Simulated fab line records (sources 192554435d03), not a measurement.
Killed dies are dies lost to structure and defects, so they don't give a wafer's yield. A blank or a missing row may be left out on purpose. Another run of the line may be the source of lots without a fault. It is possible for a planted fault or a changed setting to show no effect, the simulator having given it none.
Comparing a struck lot with a sound one -- flow n5_finfet -- 38 steps out of a route of 1938
Sound: the wafers L598.3, L598.5, L598.6. Struck: wafers L605.2, L605.6. (L605.3 of the same lot was not struck and is left out.) The cause comes at the end.
At each step with rows: each side's tool, then ch and its chambers, then its first start. Under that, the readings that differ: sound wafers -- struck wafers -- difference of the means -- sigmas: that difference in standard deviations of wafers without a fault.
alike: readings whose means differ by less than 2 such deviations, and words and numbers that are the same on both sides. not compared: withheld readings, readings that some wafer has no value for, bounds like >300 that may hide the same value, and numbers for which the record gives no deviation and whose values overlap.
The two part at a step that has a row with sigmas, a row that says differs or no value, or rows on one side only. Numbers that don't overlap but have no deviation are shown without sigmas and don't part them. A reading that every wafer of one side lacks parts them only if that side has two wafers or more.

first, 9 steps without rows for these wafers: N5_BEOL_M4_ANNEAL_95 (time 240 s); N5_BEOL_M4_SPUTTER_96 (material Cu, target thk 4.5 nm, time 8.29 s); N5_BEOL_M4_ECD_50 (material Cu, target thk 300 nm); N5_BEOL_M4_ANNEAL_51 (time 90 s); N5_BEOL_M4_CMP_52 (polishes, stops on SiOC, t overpolish 6.8 s, target thk 40 nm); N5_BEOL_M4_PRE_CLEAN_60 (time 15 s); N5_BEOL_M4_CO_CAP_55 (material Co, precursor CCTBA/H2, target thk 2 nm, time 102.1 s); N5_BEOL_M4_PRE_CLEAN_56 (time 15 s); N5_BEOL_M4_DEP_57 (deposits SiCN from 3MS/NH3, target thk 8 nm, time 14 s).
N5_BEOL_M4_RC_MEAS_101:
  sound on prober-02 ch 0, day 9 15:52; struck on prober-02 ch 0, day 12 05:15
reading,sound,struck,difference,sigmas
DIBL_P (mV/V),38 37 35,45 41,+6,+2
IOFF_N (nA/um),0.20 0.19 0.15,0.33 0.22,+0.10,+2
SS_N (mV/dec),72.6 71.4 70.9,74.4 73.8,+2.5,+3
  alike: DIBL_N, IOFF_P, ION_N, ION_P, SS_P, VT_N, VT_P
then, 24 steps without rows for these wafers: N5_BEOL_M5_ILD_DEP_00 (deposits SiCOH lowk from DEMS/porogen, target thk 140.64 nm, time 25.9 s); N5_BEOL_M5_CURE_79 (cures SiCOH lowk, time 240 s); N5_BEOL_M5_PECVD_70 (deposits SiO2 from TEOS/O2, target thk 16 nm, time 18 s); N5_BEOL_M5_HM_DEP_02 (deposits TiN, target thk 20 nm); N5_BEOL_M5_COAT_59 (time 60 s, resist thk 60 nm); N5_BEOL_M5_COAT_60 (time 60 s, resist thk 12 nm); N5_BEOL_M5_COAT_71 (time 60 s, resist thk 5 nm); N5_BEOL_M5_COAT_05 (resist thk 30 nm); N5_BEOL_M5_EBR_07; N5_BEOL_M5_SOFTBAKE_06 (time 60 s); N5_BEOL_M5_EXPOSE_08 (exposes mask M5, target cd 28 nm); N5_BEOL_M5_PEB_09 (peb time 60 s); N5_BEOL_M5_DEVELOP_10 (develop time 30 s); N5_BEOL_M5_DESCUM_16 (chemistry O2, time 7 s); N5_BEOL_M5_ETCH_72 (etches underlayer in N2/H2, target depth 6.5 nm, time 5.2 s); N5_BEOL_M5_ETCH_61 (etches SiARC in CF4, target depth 15.6 nm, time 26 s); N5_BEOL_M5_ETCH_62 (etches SOC in N2/H2, target depth 75 nm, overetch 15 nm, time 112.5 s); N5_BEOL_M5_STRIP_63 (strips in N2/H2); N5_BEOL_M5_STRIP_73 (strips in N2/H2); N5_BEOL_M5_STRIP_64 (strips in CF4); N5_BEOL_M5_HM_OPEN_17 (chemistry Cl2/BCl3, target TiN, target depth 20 nm, overetch 6 nm); N5_BEOL_M5_STRIP_19 (strips in O2); N5_BEOL_M5_COAT_65 (time 60 s, resist thk 60 nm); N5_BEOL_M5_COAT_66 (time 60 s, resist thk 12 nm).
-- the record jumps here: 3 days lie between the struck wafers' starts before and after (it left off in module BEOL_M5 and takes up again in module BEOL_M13, whose first step shown is number 1710 of the route) --
N5_BEOL_M13_CMP_49: polishes, stops on SiOC, t overpolish 17.1 s, target thk 420 nm.
  sound on cmp-03 ch 0,1,3, day 13 02:33; struck on cmp-03 ch 2,3, day 15 09:25
reading,sound,struck,difference,sigmas
barrier_field_endpoint_s (s),30.9 30.6 29.5,60.9 60.3,+30.3,+36
overpolish_run_s (s),17.101 17.118 17.101,0.850 1.365,-15.999,-99 or more
  alike: head_pressure_psi, motor_current_A
  not compared: pad_life_wafers
N5_BEOL_M13_THK_MEAS_50: measures by xrf.
  sound: film_metro-02 at day 13 02:46; struck: film_metro-01 at day 15 09:43
reading,sound,struck,difference,sigmas
M13_THK (nm),429 432 421,802 765,+356,+42
N5_BEOL_M13_INSPECT_55: inspects for defects (darkfield).
  sound: defect_inspect-02 at day 13 02:55; struck: defect_inspect-01 at day 15 09:52
reading,sound,struck,difference,sigmas
raw_defect_count,55 68 69,3233 3132,+3118,+99 or more
N5_PASSIVATION_PROBE_49:
  sound: prober-01 at day 14 10:44; struck: prober-02 at day 16 09:48
reading,sound,struck,difference,sigmas
defect_limited_yield (%),90.6 92.2 93.7,0 0,-92,-66
killed_at_M4_up,12 7 7,1105 1105,+1096,+99 or more
killed_dies,111 92 74,1180 1180,+1088,+64
killed_on_rim,12 10 13,152 152,+140,+36
sort_n_pass,1069 1088 1106,0 0,-1088,-64
sort_yield_pct (%),90.6 92.2 93.7,0 0,-92,-61
  alike: killed_at_M0_to_M3, killed_at_contacts, killed_at_front_end, killed_at_other, killed_open, killed_short, sort_bin_4_leakage, sort_bin_5_function, sort_bin_6_memory

## WHERE THEY PART
At N5_BEOL_M4_RC_MEAS_101 first; at N5_PASSIVATION_PROBE_49 last (within this record only).

WHY: what had been put in by the simulator
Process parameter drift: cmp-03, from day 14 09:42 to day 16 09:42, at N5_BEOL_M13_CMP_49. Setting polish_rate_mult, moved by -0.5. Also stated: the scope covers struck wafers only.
